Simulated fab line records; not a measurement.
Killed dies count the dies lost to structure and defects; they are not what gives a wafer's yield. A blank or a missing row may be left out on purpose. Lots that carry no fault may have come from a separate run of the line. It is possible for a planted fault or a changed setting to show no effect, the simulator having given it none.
Split-lot trial | flow n5Finfet | 21 wafers read across 7 lots, on a route 1938 steps long

== SPLIT DETAILS ==
At N5_BEOL_M15_ETCH_61 (etches BARC in N2/H2, target depth 89 nm, overetch 26.7 nm, time 67.9 s), the setting timeS was moved away from the recipe's 67.9 s on 5 of the 21 wafers read, by -12.7% to +18.9%. All remaining wafers had this setting at the recipe value.

Reading taken at the split's own step.

== THE READING ==
coat_of_BEOL_M15_COAT_22.thkNm (the simulator's own value, which no gauge read), in nm, at N5_BEOL_M15_ETCH_61 (etches BARC in N2/H2, target depth 89 nm, overetch 26.7 nm, time 67.9 s). There is no usual value for it anywhere in the file. Here, 16 wafers ran the recipe; their average is 717.8 nm with a standard deviation of 2 nm.

wafer  | tool, chamber at the split | timeS as run, s | against the recipe | coat_of_BEOL_M15_COAT_22.thkNm, nm | against lot-mates on the recipe
L075.2 | rieDiel-04, 3              | 67.9            | recipe             | 718.8                              | -
L075.3 | rieDiel-04, 0              | 62.5            | -8.0%              | 722                                | +3.0
L075.6 | rieDiel-04, 3              | 67.9            | recipe             | 719.2                              | -
L083.1 | rieDiel-01, 2              | 80.75           | +18.9%             | 708.8                              | -11.6
L083.4 | rieDiel-01, 1              | 67.9            | recipe             | 721.8                              | -
L083.5 | rieDiel-01, 0              | 67.9            | recipe             | 719                                | -
L087.2 | rieDiel-04, 3              | 67.9            | recipe             | 720.2                              | -
L087.3 | rieDiel-04, 2              | 59.25           | -12.7%             | 726                                | +5.8
L087.6 | rieDiel-04, 0              | 59.25           | -12.7%             | 726.4                              | +6.2
L086.3 | rieDiel-01, 0              | 67.9            | recipe             | 715.2                              | -
L086.5 | rieDiel-01, 2              | 67.9            | recipe             | 718                                | -
L086.6 | rieDiel-01, 3              | 79.02           | +16.4%             | 705.8                              | -10.8
L091.2 | rieDiel-04, 3              | 67.9            | recipe             | 718.8                              | -
L091.3 | rieDiel-04, 1              | 67.9            | recipe             | 712.8                              | -
L091.5 | rieDiel-04, 3              | 67.9            | recipe             | 718                                | -
L093.2 | rieDiel-01, 2              | 67.9            | recipe             | 716.8                              | -
L093.5 | rieDiel-01, 2              | 67.9            | recipe             | 718.4                              | -
L093.6 | rieDiel-01, 1              | 67.9            | recipe             | 718.2                              | -
L095.2 | rieDiel-04, 3              | 67.9            | recipe             | 716.6                              | -
L095.3 | rieDiel-04, 0              | 67.9            | recipe             | 716                                | -
L095.6 | rieDiel-04, 0              | 67.9            | recipe             | 717                                | -

THE FIT
A straight line over all 21 wafers: coat_of_BEOL_M15_COAT_22.thkNm changes by -0.606 nm for each +1% of timeS; r = -0.91; the points scatter about the line by 2 nm.
The same after taking each lot's own level away (the mean of its wafers on the recipe; 21 wafers): -0.565 nm for each +1%; r = -0.95; scatter 1.4 nm.
On that fit, the largest move of timeS shifts the reading by 11 nm.
The lots' own levels span 716.53 to 720.40 nm, that is 1.9 times the standard deviation above.
The two slopes are in agreement: the lot-to-lot level therefore moves the slope only a little.
Check: for one of the wafers moved furthest among these (+18.9%), held out of the fit, the line's prediction against its lot-mates is -10.6 nm. It came out at -11.6 nm against them.

== THESE WAFERS: OTHER SPLITS ==
Other splits were also applied to these wafers ahead of the reading. Each is held against what the fit with the lots' levels taken away leaves over:
other split on the same wafers | wafers away from the commonest value | r with coat_of_BEOL_M15_COAT_22.thkNm (lot level and that fit taken away)
N5_BEOL_M14_ETCH_68 timeS      | 5                                    | +0.07

== THE FILE'S OWN FIT ==
coat_of_BEOL_M15_COAT_22.thkNm changes by -0.583 nm for each +1% of timeS, r = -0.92.
